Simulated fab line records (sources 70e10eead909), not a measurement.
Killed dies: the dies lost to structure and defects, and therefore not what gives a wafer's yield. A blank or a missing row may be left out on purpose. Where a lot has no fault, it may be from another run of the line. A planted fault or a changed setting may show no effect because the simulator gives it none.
Matching of chambers + flow nand-harc + NHARC_P_M0_CMP_23 on cmp-02 has 4 sister chambers
The step polishes, t overpolish 20 s, target thk 117.54 nm. 20 wafers are shown with their chamber, then 10 later ones without.

WAFERS, EACH WITH ITS CHAMBER
| wafer  | chamber | motor-current-A (A) | time-to-endpoint-s (s) |
|--------|---------|---------------------|------------------------|
| L075.1 | 0       | 11.7                | 30.9                   |
| L075.2 | 3       | 11.8                | 30.2                   |
| L075.3 | 2       | 10.9                | 34.0                   |
| L075.4 | 1       | 13.1                | 28.8                   |
| L075.5 | 1       | 12.9                | 25.0                   |
| L075.6 | 0       | 11.7                | 30.7                   |
| L078.2 | 1       | 12.9                | 28.6                   |
| L078.5 | 3       | 12.5                | 31.6                   |
| L078.6 | 2       | 11.6                | 32.4                   |
| L080.3 | 3       | 12.6                | 34.2                   |
| L080.4 | 1       | 12.2                | 27.6                   |
| L080.6 | 1       | 12.4                | 28.6                   |
| L082.1 | 3       | 12.3                | 33.0                   |
| L082.2 | 0       | 11.6                | 34.7                   |
| L082.6 | 2       | 11.3                | 36.5                   |
| L085.2 | 3       | 12.5                | 30.9                   |
| L085.4 | 0       | 11.5                | 33.3                   |
| L085.6 | 2       | 10.6                | 35.4                   |
| L087.1 | 0       | 11.3                | 31.6                   |
| L087.3 | 2       | 11.3                | 33.4                   |

SIGNATURES, as means of the wafers listed above
| reading            | chamber 0 | chamber 1 | chamber 2 | chamber 3 | scatter within a chamber |
|--------------------|-----------|-----------|-----------|-----------|--------------------------|
| motor-current-A    | 11.560    | 12.700    | 11.140    | 12.340    | 0.327                    |
| time-to-endpoint-s | 32.240    | 27.720    | 34.340    | 31.980    | 1.64                     |
Rule: distance of a wafer from a chamber = root of the sum over the readings of ((wafer's reading minus chamber's mean) / reading's scatter) squared. The wafer belongs to the nearest chamber; if the next one is less than 2 further off, it can't be placed. How the scatter is found: for the shown wafers, subtract from each reading the mean of its chamber, square and add these, divide the total by (wafers less chambers), then take the root.

WAFERS MISSING THEIR CHAMBER
| wafer  | motor-current-A (A) | time-to-endpoint-s (s) |
|--------|---------------------|------------------------|
| L087.4 | 12.3                | 27.1                   |
| L090.1 | 11.5                | 31.8                   |
| L090.3 | 12.4                | 30.0                   |
| L090.4 | 11.9                | 28.8                   |
| L092.1 | 13.2                | 25.8                   |
| L092.2 | 11.3                | 32.7                   |
| L092.5 | 11.3                | 27.6                   |
| L094.1 | 10.9                | 29.5                   |
| L094.2 | 12.9                | 27.0                   |
| L094.5 | 11.9                | 29.2                   |

CHAMBER TAKEN BY EACH
| wafer  | from the rows above               | in truth |
|--------|-----------------------------------|----------|
| L087.4 | can't be placed: 1 or 3           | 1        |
| L090.1 | can't be placed: 0 or 2           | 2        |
| L090.3 | can't be placed: 3 or 1 or 0      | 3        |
| L090.4 | can't be placed: 0 or 3 or 1 or 2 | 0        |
| L092.1 | 1                                 | 1        |
| L092.2 | can't be placed: 0 or 2           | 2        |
| L092.5 | can't be placed: 0 or 2 or 3 or 1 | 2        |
| L094.1 | can't be placed: 0 or 2           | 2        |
| L094.2 | 1                                 | 1        |
| L094.5 | can't be placed: 0 or 3 or 1 or 2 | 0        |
Placed correctly: 2 of 10. From these rows, 8 cannot be placed; in 8 the true chamber is one of the candidates. Wrongly placed: 0.
